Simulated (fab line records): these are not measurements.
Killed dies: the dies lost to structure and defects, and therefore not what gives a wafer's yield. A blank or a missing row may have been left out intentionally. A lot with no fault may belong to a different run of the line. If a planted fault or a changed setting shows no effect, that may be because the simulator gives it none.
Matching of chambers | flow n5 finfet | N5_BEOL_M15_ETCH_57 on rie diel-02 has 4 sister chambers
The step etches SOC in N2/H2, time 750 s. 18 wafers are shown with their chamber, then 9 later ones without.

## EACH WAFER AND ITS CHAMBER
wafer  | chamber | drypump motor current A (A) | throttle valve pct (%) | showerhead plenum p Torr (Torr)
L075.2 | 0       | 5.0                         | 18.01                  | 2.35
L075.3 | 1       | 5.2                         | 17.53                  | 2.48
L075.5 | 1       | 5.2                         | 17.52                  | 2.48
L074.3 | 3       | 5.5                         | 17.78                  | 2.52
L074.4 | 0       | 5.0                         | 18.00                  | 2.35
L074.5 | 3       | 5.5                         | 17.78                  | 2.52
L078.2 | 3       | 5.4                         | 17.78                  | 2.52
L078.3 | 0       | 5.0                         | 18.01                  | 2.34
L078.6 | 2       | 5.8                         | 17.49                  | 2.51
L079.2 | 3       | 5.4                         | 17.78                  | 2.52
L079.3 | 1       | 5.2                         | 17.53                  | 2.48
L079.4 | 0       | 5.0                         | 18.01                  | 2.34
L081.2 | 3       | 5.5                         | 17.80                  | 2.52
L081.5 | 1       | 5.2                         | 17.54                  | 2.47
L081.6 | 2       | 5.8                         | 17.50                  | 2.51
L084.2 | 0       | 5.0                         | 18.03                  | 2.34
L084.4 | 3       | 5.5                         | 17.81                  | 2.51
L084.6 | 3       | 5.4                         | 17.82                  | 2.51

SIGNATURES (averages over the wafers above)
reading                  | chamber 0 | chamber 1 | chamber 2 | chamber 3 | scatter within a chamber
drypump motor current A  | 5.000     | 5.200     | 5.800     | 5.457     | 0.035
throttle valve pct       | 18.0120   | 17.5300   | 17.4950   | 17.7929   | 0.0133
showerhead plenum p Torr | 2.3440    | 2.4775    | 2.5100    | 2.5171    | 0.00491
Rule: distance of a wafer from a chamber = root of the sum over the readings of ((wafer's reading minus chamber's mean) / reading's scatter) squared. If the next closest chamber is less than 2 further off than the closest, the wafer can't be placed; otherwise it belongs to the closest. The scatter: the root of (the sum of the squares of (reading less its chamber's mean) over the shown wafers, divided by (wafers less chambers)).

## WAFERS WITHOUT THEIR CHAMBER
wafer  | drypump motor current A (A) | throttle valve pct (%) | showerhead plenum p Torr (Torr)
L088.1 | 5.2                         | 17.57                  | 2.47
L088.3 | 5.8                         | 17.52                  | 2.50
L088.4 | 5.5                         | 17.83                  | 2.51
L093.1 | 5.8                         | 17.53                  | 2.50
L093.4 | 5.5                         | 17.83                  | 2.51
L093.6 | 5.8                         | 17.54                  | 2.50
L094.2 | 5.2                         | 17.56                  | 2.46
L094.3 | 5.5                         | 17.84                  | 2.51
L094.6 | 5.2                         | 17.58                  | 2.46

## WHICH CHAMBER EACH WENT THROUGH
wafer  | from the rows above | in truth
L088.1 | 1                   | 1
L088.3 | 2                   | 2
L088.4 | 3                   | 3
L093.1 | 2                   | 2
L093.4 | 3                   | 3
L093.6 | 2                   | 2
L094.2 | 1                   | 1
L094.3 | 3                   | 3
L094.6 | 1                   | 1
9 of 9 placed correctly. Number that these rows cannot place: 0. Wrongly placed: 0.
